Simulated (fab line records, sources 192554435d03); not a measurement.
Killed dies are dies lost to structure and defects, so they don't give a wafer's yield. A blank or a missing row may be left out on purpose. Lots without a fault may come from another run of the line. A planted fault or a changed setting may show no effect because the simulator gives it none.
Which tool did it? | flow n5_finfet | 15 lots, 41 wafers sampled, at 6 steps of a route of 1938

WHAT THE GAUGES READ, wafer by wafer
N5_MOL_CONTACT_COAG_INSPECT_97: inspects for defects (darkfield). Usual: raw_defect_count 44, standard deviation 17.
lot  | measured     | on                | raw_defect_count | flag
L635 | day 5 08:50  | defect_inspect-02 | 55 28            |
L638 | day 6 03:01  | defect_inspect-02 | 53 28 31         |
L643 | day 7 08:30  | defect_inspect-01 | 48 23            |
L642 | day 7 11:32  | defect_inspect-01 | 49 46            |
L644 | day 7 14:29  | defect_inspect-01 | 65 85 48         |
L645 | day 7 20:56  | defect_inspect-01 | 36 36 55         |
L646 | day 8 10:13  | defect_inspect-01 | 39 43 39         |
L648 | day 8 18:17  | defect_inspect-01 | 67 40 57         |
L649 | day 8 21:17  | defect_inspect-02 | 38 34            |
L651 | day 9 10:10  | defect_inspect-01 | 47 25 42         |
L652 | day 9 15:27  | defect_inspect-02 | 24 20 33         |
L653 | day 9 21:36  | defect_inspect-01 | 49 80 65         |
L654 | day 10 09:25 | defect_inspect-02 | 77 38 65         |
L655 | day 10 12:23 | defect_inspect-01 | 40 41 40         |
L656 | day 10 16:08 | defect_inspect-02 | 44 28 32         |

N5_BEOL_M0_SAQP_CD_MEAS_29: target cd 14.4 nm. Usual: cd_nm 15.07 nm, standard deviation 0.23.
lot  | measured     | on        | cd_nm (nm)        | flag
L635 | day 5 15:43  | cd_sem-02 | 15.00 15.32       |
L638 | day 6 11:22  | cd_sem-02 | 15.05 15.22 15.21 |
L643 | day 7 15:16  | cd_sem-02 | 15.17 15.63       |
L642 | day 7 16:19  | cd_sem-03 | 15.26 15.06       |
L644 | day 7 22:10  | cd_sem-03 | - - -             | OFF
L645 | day 8 02:37  | cd_sem-02 | - - -             | OFF
L646 | day 8 16:47  | cd_sem-01 | - - -             | OFF
L648 | day 8 23:59  | cd_sem-02 | 15.04 15.25 15.32 |
L649 | day 9 04:32  | cd_sem-02 | 15.01 15.18       |
L651 | day 9 15:58  | cd_sem-03 | 15.46 14.97 15.43 |
L652 | day 9 20:43  | cd_sem-03 | 15.11 15.04 15.05 |
L653 | day 10 04:14 | cd_sem-03 | 14.82 15.47 14.95 |
L654 | day 10 16:49 | cd_sem-03 | 15.44 15.21 15.11 |
L655 | day 10 17:59 | cd_sem-03 | 15.01 14.82 14.97 |
L656 | day 10 22:44 | cd_sem-02 | 15.16 15.23 15.29 |

N5_BEOL_M4_RC_MEAS_101. Usual: DIBL_N 35.8 mV/V, standard deviation 1.7; DIBL_P 35.9 mV/V, standard deviation 1.9; IOFF_N 0.151 nA/um, standard deviation 0.028; IOFF_P 0.21 nA/um, standard deviation 0.037; ION_N 673 uA/um, standard deviation 12; ION_P 463 uA/um, standard deviation 8.3; SS_N 71.4 mV/dec, standard deviation 0.59; SS_P 73.2 mV/dec, standard deviation 0.63; VT_N 250 mV, standard deviation 3.2; VT_P -250 mV, standard deviation 3.7.
lot  | measured     | on        | DIBL_N (mV/V)  | DIBL_P (mV/V)  | IOFF_N (nA/um)    | IOFF_P (nA/um) | ION_N (uA/um) | ION_P (uA/um) | SS_N (mV/dec)  | SS_P (mV/dec)  | VT_N (mV)   | VT_P (mV)      | flag
L635 | day 7 17:10  | prober-02 | 36.1 35.2      | 36.0 35.2      | 0.141 0.130       | 0.21 0.21      | 667 660       | 462 457       | 71.5 71.2      | 73.7 73.0      | 249 254     | -247 -250      |
L638 | day 8 10:10  | prober-02 | 37.9 37.0 38.2 | 38.0 37.3 38.8 | 0.172 0.167 0.183 | 0.23 0.21 0.24 | 671 687 678   | 453 468 468   | 71.3 71.3 71.9 | 73.8 73.4 73.4 | 248 249 249 | -250 -255 -247 |
L643 | day 10 00:13 | prober-01 | 34.6 32.8      | 37.0 34.4      | 0.134 0.110       | 0.20 0.17      | 662 656       | 461 454       | 70.8 70.3      | 73.4 72.3      | 250 256     | -251 -253      |
L642 | day 9 19:46  | prober-02 | 36.9 34.2      | 37.5 34.6      | 0.174 0.129       | 0.19 0.16      | 687 671       | 463 457       | 70.3 70.6      | 73.3 72.7      | 246 250     | -253 -255      |
L648 | day 11 05:10 | prober-02 | 35.7 38.3 35.8 | 34.5 37.7 34.8 | 0.134 0.176 0.132 | 0.17 0.21 0.17 | 670 673 670   | 458 455 463   | 71.7 71.8 71.7 | 72.8 73.4 72.5 | 253 247 251 | -254 -252 -255 |
L649 | day 11 04:52 | prober-01 | 35.9 34.0      | 37.2 35.2      | 0.173 0.139       | 0.24 0.21      | 688 669       | 479 467       | 71.4 71.1      | 73.3 73.0      | 247 249     | -247 -246      |
L651 | day 11 18:11 | prober-01 | 34.8 35.3 37.7 | 34.4 34.9 37.7 | 0.121 0.127 0.165 | 0.16 0.18 0.22 | 659 656 684   | 447 450 467   | 72.1 71.2 72.6 | 72.9 73.7 73.5 | 254 255 248 | -252 -255 -250 |
L652 | day 11 23:42 | prober-02 | 35.3 35.5 34.6 | 36.1 36.0 34.9 | 0.131 0.128 0.117 | 0.18 0.18 0.18 | 668 655 656   | 458 453 451   | 71.2 71.2 70.8 | 72.4 73.1 72.8 | 254 254 256 | -252 -253 -255 |
L653 | day 12 12:35 | prober-01 | 34.2 32.4 35.3 | 35.2 33.0 35.9 | 0.127 0.109 0.142 | 0.21 0.17 0.21 | 662 669 674   | 454 465 462   | 71.2 70.9 71.5 | 72.6 72.1 73.1 | 249 255 251 | -250 -252 -248 |
L654 | day 13 04:34 | prober-01 | 37.2 35.0 37.4 | 37.6 36.0 38.0 | 0.173 0.147 0.176 | 0.25 0.22 0.26 | 663 679 680   | 463 469 468   | 72.2 71.2 71.8 | 74.2 73.3 73.6 | 250 250 249 | -246 -249 -248 |
L655 | day 12 21:56 | prober-01 | 36.2 35.3 33.4 | 35.1 34.8 32.4 | 0.164 0.142 0.119 | 0.17 0.17 0.15 | 657 652 659   | 449 449 455   | 71.5 71.8 71.1 | 72.7 73.9 72.6 | 255 252 254 | -254 -253 -254 |
L656 | day 14 04:58 | prober-01 | 39.4 37.1 38.6 | 41.1 38.3 40.0 | 0.240 0.195 0.217 | 0.30 0.24 0.27 | 672 690 692   | 459 467 474   | 72.8 71.8 72.3 | 74.9 73.8 74.6 | 245 245 245 | -246 -248 -246 |

WHICH TOOL RAN EACH LOT (tool, then ch and the chambers of the sampled wafers, then the start)
lot  | N5_MOL_CONTACT_COAG_STRIP_49         | N5_BEOL_M0_SAQP_ILD_DEP_01     | N5_BEOL_M0_SAQP_PECVD_97
L635 | plasma_asher-01 ch 0, day 5 04:19    | pecvd-03 ch 0,2, day 5 09:12   | pecvd-01 ch 2, day 5 10:44
L638 | plasma_asher-01 ch 0,1, day 5 22:57  | pecvd-04 ch 1,2, day 6 03:22   | pecvd-03 ch 0,2, day 6 05:26
L643 | plasma_asher-02 ch 0,1, day 7 04:30  | pecvd-04 ch 0,1, day 7 08:50   | pecvd-01 ch 0,2, day 7 10:57
L642 | plasma_asher-01 ch 0, day 7 05:14    | pecvd-03 ch 2, day 7 11:52     | pecvd-01 ch 1,2, day 7 12:11
L644 | plasma_asher-02 ch 0,1, day 7 08:01  | pecvd-04 ch 0,1, day 7 14:50   | pecvd-01 ch 1,2, day 7 16:35
L645 | plasma_asher-01 ch 0,1, day 7 17:00  | pecvd-03 ch 0,1, day 7 21:19   | pecvd-01 ch 0,2, day 7 21:51
L646 | plasma_asher-02 ch 0,1, day 8 06:16  | pecvd-03 ch 0,1,2, day 8 10:34 | pecvd-03 ch 0,1,2, day 8 12:29
L648 | plasma_asher-02 ch 0,1, day 8 14:19  | pecvd-03 ch 1,2, day 8 18:38   | pecvd-01 ch 0,1,2, day 8 19:22
L649 | plasma_asher-02 ch 0,1, day 8 16:28  | pecvd-01 ch 0,2, day 8 21:38   | pecvd-01 ch 0,2, day 8 23:24
L651 | plasma_asher-01 ch 0,1, day 9 06:04  | pecvd-03 ch 0,1, day 9 10:29   | pecvd-04 ch 0,1,2, day 9 11:46
L652 | plasma_asher-02 ch 0, day 9 11:30    | pecvd-03 ch 0,1, day 9 15:49   | pecvd-04 ch 1,2, day 9 16:40
L653 | plasma_asher-02 ch 0,1, day 9 17:39  | pecvd-03 ch 0,1,2, day 9 21:58 | pecvd-03 ch 0,1,2, day 9 23:23
L654 | plasma_asher-02 ch 0, day 10 05:26   | pecvd-03 ch 0,2, day 10 09:45  | pecvd-03 ch 0,1,2, day 10 11:53
L655 | plasma_asher-01 ch 0,1, day 10 05:35 | pecvd-01 ch 0,1, day 10 12:45  | pecvd-04 ch 0,2, day 10 13:38
L656 | plasma_asher-02 ch 0,1, day 10 12:11 | pecvd-03 ch 0,2, day 10 16:30  | pecvd-04 ch 0,1, day 10 18:37
- N5_MOL_CONTACT_COAG_STRIP_49: strips in N2/H2, time 30 s.
- N5_BEOL_M0_SAQP_ILD_DEP_01: deposits SiOC from DEMS/O2, target thk 45.419 nm, time 8.7 s.
- N5_BEOL_M0_SAQP_PECVD_97: deposits SiNx from SiH4/NH3/N2, target thk 23 nm, time 19.9 s.

WHAT THE TOOLS THEMSELVES READ (means of the sampled wafers that have a number; where no wafer has one, the mark that the record gives instead)
N5_MOL_CONTACT_COAG_STRIP_49. Usual: drypump_motor_current_A 6.0 A, standard deviation 0.34; heater_power_w 326 W, standard deviation 19.
lot  | tool            | drypump_motor_current_A (A) | heater_power_w (W) | flag
L635 | plasma_asher-01 | 5.8                         | 326                |
L638 | plasma_asher-01 | 6.0                         | 328                |
L643 | plasma_asher-02 | 6.0                         | 325                |
L642 | plasma_asher-01 | 5.8                         | 334                |
L644 | plasma_asher-02 | 6.1                         | 330                |
L645 | plasma_asher-01 | 6.0                         | 325                |
L646 | plasma_asher-02 | 6.1                         | 331                |
L648 | plasma_asher-02 | 5.9                         | 314                |
L649 | plasma_asher-02 | 6.0                         | 326                |
L651 | plasma_asher-01 | 5.9                         | 331                |
L652 | plasma_asher-02 | 6.4                         | 348                |
L653 | plasma_asher-02 | 6.2                         | 332                |
L654 | plasma_asher-02 | 6.4                         | 345                |
L655 | plasma_asher-01 | 6.1                         | 326                |
L656 | plasma_asher-02 | 5.9                         | 310                |

N5_BEOL_M0_SAQP_ILD_DEP_01. Usual: heater_power_w 468 W, standard deviation 53; showerhead_plenum_p_Torr 5.692 Torr, standard deviation 0.012; throttle_valve_pct 12.1 %, standard deviation 0.71.
lot  | tool     | heater_power_w (W) | showerhead_plenum_p_Torr (Torr) | throttle_valve_pct (%) | flag
L635 | pecvd-03 | 492                | 5.692                           | 11.7                   |
L638 | pecvd-04 | 487                | 5.690                           | 11.8                   |
L643 | pecvd-04 | 480                | 5.684                           | 11.3                   |
L642 | pecvd-03 | 478                | 5.712                           | 11.2                   |
L644 | pecvd-04 | 523                | 5.690                           | 11.5                   |
L645 | pecvd-03 | 537                | 5.688                           | 11.9                   |
L646 | pecvd-03 | 485                | 5.703                           | 11.8                   |
L648 | pecvd-03 | 471                | 5.693                           | 11.7                   |
L649 | pecvd-01 | 428                | 5.683                           | 12.1                   |
L651 | pecvd-03 | 489                | 5.689                           | 12.5                   |
L652 | pecvd-03 | 497                | 5.692                           | 12.0                   |
L653 | pecvd-03 | 509                | 5.700                           | 11.9                   |
L654 | pecvd-03 | 482                | 5.702                           | 11.6                   |
L655 | pecvd-01 | 413                | 5.684                           | 12.9                   |
L656 | pecvd-03 | 475                | 5.699                           | 11.7                   |

N5_BEOL_M0_SAQP_PECVD_97. Usual: chamber_pressure_Torr 1.500 Torr, standard deviation 0.0035; heater_power_outer_w 298 W, standard deviation 53; heater_power_w 531 W, standard deviation 60; showerhead_plenum_p_Torr 5.12 Torr, standard deviation 0.051; throttle_valve_pct 40.6 %, standard deviation 2.5.
lot  | tool     | chamber_pressure_Torr (Torr) | heater_power_outer_w (W) | heater_power_w (W) | showerhead_plenum_p_Torr (Torr) | throttle_valve_pct (%) | flag
L635 | pecvd-01 | 1.506                        | 203                      | 412                | 5.16                            | 42.5                   |
L638 | pecvd-03 | 1.500                        | 287                      | 528                | 5.17                            | 38.6                   |
L643 | pecvd-01 | 1.500                        | 262                      | 484                | 5.09                            | 40.9                   |
L642 | pecvd-01 | 1.501                        | 243                      | 468                | 5.16                            | 43.5                   |
L644 | pecvd-01 | -                            | -                        | -                  | -                               | -                      | OFF
L645 | pecvd-01 | -                            | -                        | -                  | -                               | -                      | OFF
L646 | pecvd-03 | -                            | -                        | -                  | -                               | -                      | OFF
L648 | pecvd-01 | 1.497                        | 245                      | 464                | 5.10                            | 42.2                   |
L649 | pecvd-01 | 1.498                        | 250                      | 474                | 5.08                            | 40.8                   |
L651 | pecvd-04 | 1.499                        | 328                      | 542                | 5.10                            | 39.2                   |
L652 | pecvd-04 | 1.501                        | 335                      | 574                | 5.12                            | 40.2                   |
L653 | pecvd-03 | 1.502                        | 296                      | 555                | 5.15                            | 39.6                   |
L654 | pecvd-03 | 1.501                        | 322                      | 573                | 5.15                            | 39.7                   |
L655 | pecvd-04 | 1.500                        | 399                      | 613                | 5.13                            | 38.7                   |
L656 | pecvd-04 | 1.498                        | 364                      | 586                | 5.10                            | 38.1                   |

THE ANSWER, worked out from the rows above alone
Rule: a lot is off if the mean of its wafers that have a number lies more than 3 standard deviations from the usual mean. A lot without any number at a reading at which 4 lots or more have one is off too. The other lots that the step has rows for count as sound. The gauges are gone through in route order, then the tools' own readings, and for those a lot's mean is taken as printed above. The first step at which some lot is off is used, and at that step the reading that is off furthest; a lot without a number counts as furthest.
Off: L644, L645, L646, at N5_BEOL_M0_SAQP_CD_MEAS_29 (cd_nm). Without a number there: L644, L645, L646.
A tool fits if, at a process step before that reading, it ran every lot that is off, and no sound lot after the first of them. The gauges at N5_BEOL_M0_SAQP_CD_MEAS_29 aren't tried: what is off there is off at N5_BEOL_M0_SAQP_PECVD_97 too, on other tools, and a gauge's error can't cause that. None of those tried fits.

WHAT THE SIMULATOR HAD PUT IN
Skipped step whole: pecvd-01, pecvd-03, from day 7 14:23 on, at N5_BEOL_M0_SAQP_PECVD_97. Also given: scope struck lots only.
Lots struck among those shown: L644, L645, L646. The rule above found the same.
